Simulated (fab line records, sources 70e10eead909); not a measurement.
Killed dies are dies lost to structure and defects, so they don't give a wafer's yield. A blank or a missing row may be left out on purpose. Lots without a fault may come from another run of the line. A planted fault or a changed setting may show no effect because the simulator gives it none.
Which tool did it? | flow nand_harc | 12 lots, 36 wafers sampled, at 5 steps of a route of 1159

WHAT THE GAUGES READ, wafer by wafer
NHARC_A_STAIRCASE_INSPECT_155.
lot  | measured     | on                | raw_defect_count
L074 | day 13 19:13 | defect_inspect-01 | 222 323 396
L076 | day 14 03:52 | defect_inspect-01 | 460 363 518
L079 | day 15 01:09 | defect_inspect-01 | 476 556 474
L081 | day 15 19:02 | defect_inspect-01 | 371 868 494
L084 | day 16 07:49 | defect_inspect-01 | 610 296 704
L087 | day 17 00:35 | defect_inspect-01 | 804 564 614
L086 | day 17 02:02 | defect_inspect-01 | 292 298 366
L089 | day 17 09:14 | defect_inspect-01 | 458 734 471
L090 | day 17 22:05 | defect_inspect-02 | 505 344 340
L093 | day 19 04:17 | defect_inspect-02 | 347 297 516
L094 | day 19 04:32 | defect_inspect-01 | 342 584 712
L097 | day 19 21:18 | defect_inspect-02 | 295 271 234

WHICH TOOL RAN EACH LOT (tool, then ch and the chambers of the sampled wafers, then the start)
lot  | NHARC_A_STAIRCASE_TRIM_200                    | NHARC_A_STAIRCASE_ETCH_203                    | NHARC_A_STAIRCASE_DEP_259       | NHARC_A_STAIRCASE_ETCH_294
L074 | rie_diel-08 ch 0,1,2, day 11 11:56 or earlier | rie_diel-08 ch 0,2, day 11 11:56 or earlier   | pecvd-03 ch 1,2, day 11 11:56   | rie_diel-08 ch 0,3, day 13 19:13 or earlier
L076 | rie_diel-08 ch 0,1,2, day 12 02:49 or earlier | rie_diel-08 ch 0,1, day 12 02:49 or earlier   | pecvd-03 ch 1,2, day 12 02:49   | rie_diel-08 ch 1,2,3, day 14 03:52 or earlier
L079 | rie_diel-01 ch 0,3, day 12 19:49 or earlier   | rie_diel-01 ch 0,1,2, day 12 19:49 or earlier | pecvd-01 ch 0,1, day 12 19:49   | rie_diel-01 ch 0,3, day 15 01:09 or earlier
L081 | rie_diel-08 ch 0,1, day 13 13:05 or earlier   | rie_diel-08 ch 1,3, day 13 13:05 or earlier   | pecvd-04 ch 0,1, day 13 13:05   | rie_diel-09 ch 1,3, day 15 19:02 or earlier
L084 | rie_diel-08 ch 0,1,3, day 13 22:14 or earlier | rie_diel-08 ch 0,3, day 13 22:14 or earlier   | pecvd-03 ch 0,1,2, day 13 22:14 | rie_diel-08 ch 1,2,3, day 16 07:49 or earlier
L087 | rie_diel-08 ch 0,1,3, day 14 20:37 or earlier | rie_diel-08 ch 0,2,3, day 14 20:37 or earlier | pecvd-04 ch 1,2, day 14 20:37   | rie_diel-09 ch 0,2,3, day 17 00:35 or earlier
L086 | rie_diel-09 ch 0,2,3, day 14 21:23 or earlier | rie_diel-09 ch 0,2,3, day 14 21:23 or earlier | pecvd-03 ch 0,1, day 14 21:23   | rie_diel-08 ch 0,1, day 17 02:02 or earlier
L089 | rie_diel-08 ch 1,2, day 15 04:35 or earlier   | rie_diel-08 ch 0,1,3, day 15 04:35 or earlier | pecvd-01 ch 0,2, day 15 04:35   | rie_diel-01 ch 1,2, day 17 09:14 or earlier
L090 | rie_diel-09 ch 0,2,3, day 15 15:28 or earlier | rie_diel-09 ch 0,1, day 15 15:28 or earlier   | pecvd-03 ch 0,1,2, day 15 15:28 | rie_diel-09 ch 1,2, day 17 22:05 or earlier
L093 | rie_diel-01 ch 0,1,3, day 16 12:14 or earlier | rie_diel-01 ch 0,1,3, day 16 12:14 or earlier | pecvd-01 ch 0,2, day 16 12:14   | rie_diel-09 ch 0,1,3, day 19 04:17 or earlier
L094 | rie_diel-01 ch 0,1,3, day 16 17:25 or earlier | rie_diel-01 ch 0,2,3, day 16 17:25 or earlier | pecvd-03 ch 0,1,2, day 16 17:25 | rie_diel-01 ch 1,2, day 19 04:32 or earlier
L097 | rie_diel-01 ch 0,1, day 17 16:10 or earlier   | rie_diel-01 ch 0,1,3, day 17 16:10 or earlier | pecvd-03 ch 0,2, day 17 16:10   | rie_diel-09 ch 0,2,3, day 19 21:18 or earlier
- NHARC_A_STAIRCASE_TRIM_200: chemistry O2, time 211.2 s.
- NHARC_A_STAIRCASE_ETCH_203: etches the open film in C4F8/O2, target depth 100 nm, time 40.5 s.
- NHARC_A_STAIRCASE_DEP_259: deposits SiON, target thk 30 nm.
- NHARC_A_STAIRCASE_ETCH_294: etches the open film in C4F8/O2/Ar, target depth 4992 nm, time 1212.4 s.

THE ANSWER, worked out from the rows above alone
Rule: what is usual is taken from the lots themselves. Put in order of their means at a reading, lots are off if they are a third of the lots or fewer, leave a main group of 4 or more, and stand apart from it by a gap of 3 or more times the standard deviation of the main group's means; of several such gaps the widest counts. A main group whose means are all the same, to the digits that the tables above print for the reading, isn't used. A lot without any number at a reading at which 4 lots or more have one is off too. The other lots that the step has rows for count as sound.
No lot is off at any reading shown: from this, nothing can be told.

WHAT THE SIMULATOR HAD PUT IN
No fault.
